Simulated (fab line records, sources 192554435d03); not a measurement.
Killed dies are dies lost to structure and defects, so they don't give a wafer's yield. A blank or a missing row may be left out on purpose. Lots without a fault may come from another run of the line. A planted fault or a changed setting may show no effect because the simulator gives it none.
Split-lot experiment | flow n5_finfet | 7 lots, 39 wafers read, on a route of 1938 steps

THE SPLIT
At N5_GATE_CUT_ETCH_58 (etches SiNx in CH3F/O2, target depth 17 nm, time 128.6 s), the setting time_s was moved away from the recipe's 128.6 s on 9 of the 39 wafers read, by -19.8% to +10.4%. The other wafers ran this setting at the recipe's value.

The reading is taken at the split's own step.

THE READING
etch.depth_nm (the simulator's own value, which no gauge read), in nm, at N5_GATE_CUT_ETCH_58 (etches SiNx in CH3F/O2, target depth 17 nm, time 128.6 s). The file gives no usual value for it. The 30 wafers here that ran the recipe average 17.22 nm, standard deviation 0.56 nm.

wafer  | tool, chamber at the split | time_s as run, s | against the recipe | etch.depth_nm, nm | against lot-mates on the recipe
L077.1 | rie_diel-06, 3,0           | 142              | +10.4%             | 18.42             | +1.53
L077.5 | rie_diel-06, 3,0           | 142              | +10.4%             | 18.42             | +1.53
L077.2 | rie_diel-06, 1             | 128.6            | recipe             | 17.23             | -
L077.3 | rie_diel-06, 2             | 142              | +10.4%             | 18.65             | +1.76
L077.4 | rie_diel-06, 0             | 128.6            | recipe             | 16.71             | -
L077.6 | rie_diel-06, 3             | 128.6            | recipe             | 16.74             | -
L079.1 | rie_diel-01, 2             | 128.6            | recipe             | 18.03             | -
L079.2 | rie_diel-01, 0             | 128.6            | recipe             | 16.6              | -
L079.3 | rie_diel-01, 1             | 128.6            | recipe             | 16.47             | -
L079.4 | rie_diel-01, 1             | 128.6            | recipe             | 16.49             | -
L079.5 | rie_diel-01, 2             | 128.6            | recipe             | 18.1              | -
L079.6 | rie_diel-01, 0             | 128.6            | recipe             | 16.58             | -
L083.1 | rie_diel-06, 1             | 128.6            | recipe             | 17.27             | -
L083.2 | rie_diel-06, 0             | 128.6            | recipe             | 16.97             | -
L083.3 | rie_diel-06, 2             | 128.6            | recipe             | 17.05             | -
L083.4 | rie_diel-06, 3             | 128.6            | recipe             | 16.76             | -
L083.5 | rie_diel-06, 2             | 128.6            | recipe             | 16.96             | -
L083.6 | rie_diel-06, 1             | 128.6            | recipe             | 17.35             | -
L085.1 | rie_diel-01, 3             | 128.6            | recipe             | 17.92             | -
L085.2 | rie_diel-01, 2             | 128.6            | recipe             | 17.98             | -
L085.6 | rie_diel-01, 2             | 128.6            | recipe             | 17.9              | -
L086.1 | rie_diel-04, 0             | 128.6            | recipe             | 16.78             | -
L086.2 | rie_diel-04, 1             | 128.6            | recipe             | 17.6              | -
L086.3 | rie_diel-04, 2             | 128.6            | recipe             | 18.12             | -
L086.4 | rie_diel-04, 0             | 128.6            | recipe             | 16.87             | -
L086.5 | rie_diel-04, 1             | 128.6            | recipe             | 17.49             | -
L086.6 | rie_diel-04, 2             | 128.6            | recipe             | 18.18             | -
L094.1 | rie_diel-01, 0             | 128.6            | recipe             | 17.39             | -
L094.2 | rie_diel-01, 3             | 112              | -12.9%             | 15.46             | -1.72
L094.3 | rie_diel-01, 2             | 112              | -12.9%             | 15.4              | -1.78
L094.4 | rie_diel-01, 1             | 128.6            | recipe             | 16.42             | -
L094.5 | rie_diel-01, 2             | 112              | -12.9%             | 15.63             | -1.55
L094.6 | rie_diel-01, 3             | 128.6            | recipe             | 17.74             | -
L095.1 | rie_diel-06, 3             | 103.2            | -19.8%             | 13.46             | -3.50
L095.2 | rie_diel-06, 2             | 128.6            | recipe             | 17.04             | -
L095.3 | rie_diel-06, 0             | 128.6            | recipe             | 16.64             | -
L095.4 | rie_diel-06, 1             | 128.6            | recipe             | 17.19             | -
L095.5 | rie_diel-06, 3             | 103.2            | -19.8%             | 13.48             | -3.48
L095.6 | rie_diel-06, 2             | 103.2            | -19.8%             | 13.63             | -3.33
Where a row lists several chambers, the file gives one row for several wafers and doesn't say which wafer went through which chamber.

THE FIT
A straight line over all 39 wafers: etch.depth_nm changes by +0.162 nm for each +1% of time_s; r = +0.90; the points scatter about the line by 0.54 nm.
The same after taking each lot's own level away (the mean of its wafers on the recipe; 39 wafers): +0.16 nm for each +1%; r = +0.93; scatter 0.44 nm.
On that fit, the largest move of time_s shifts the reading by 3.2 nm.
The lots' own levels span 16.893 to 17.933 nm, that is 1.9 times the standard deviation above.
So the lot-to-lot level changes the slope little: the two slopes agree.
Check: with one of the wafers moved furthest among these (-19.8%) left out of the fit, the line predicts -3.07 nm for it against its lot-mates. It came out at -3.5 nm against them.

OTHER SPLITS ON THESE WAFERS
These wafers also went through other splits before the reading. Each is held against what the fit with the lots' levels taken away leaves over:
other split on the same wafers          | wafers away from the commonest value | r with etch.depth_nm (lot level and that fit taken away)
N5_FIN_CUT_CUT_ETCH_15 time_s           | 18                                   | -0.06
N5_DUMMY_GATE_ETCH_37 source_w          | 18                                   | -0.03
N5_DUMMY_GATE_ETCH_42 bias_w            | 12                                   | +0.30
N5_SD_EPI_N_EPI_21 pressure_torr        | 30                                   | -0.08
N5_SD_EPI_P_SD_RECESS_17 target_depth_a | 12                                   | +0.04

THE FILE'S OWN FIT
etch.depth_nm changes by +0.16 nm for each +1% of time_s, r = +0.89.
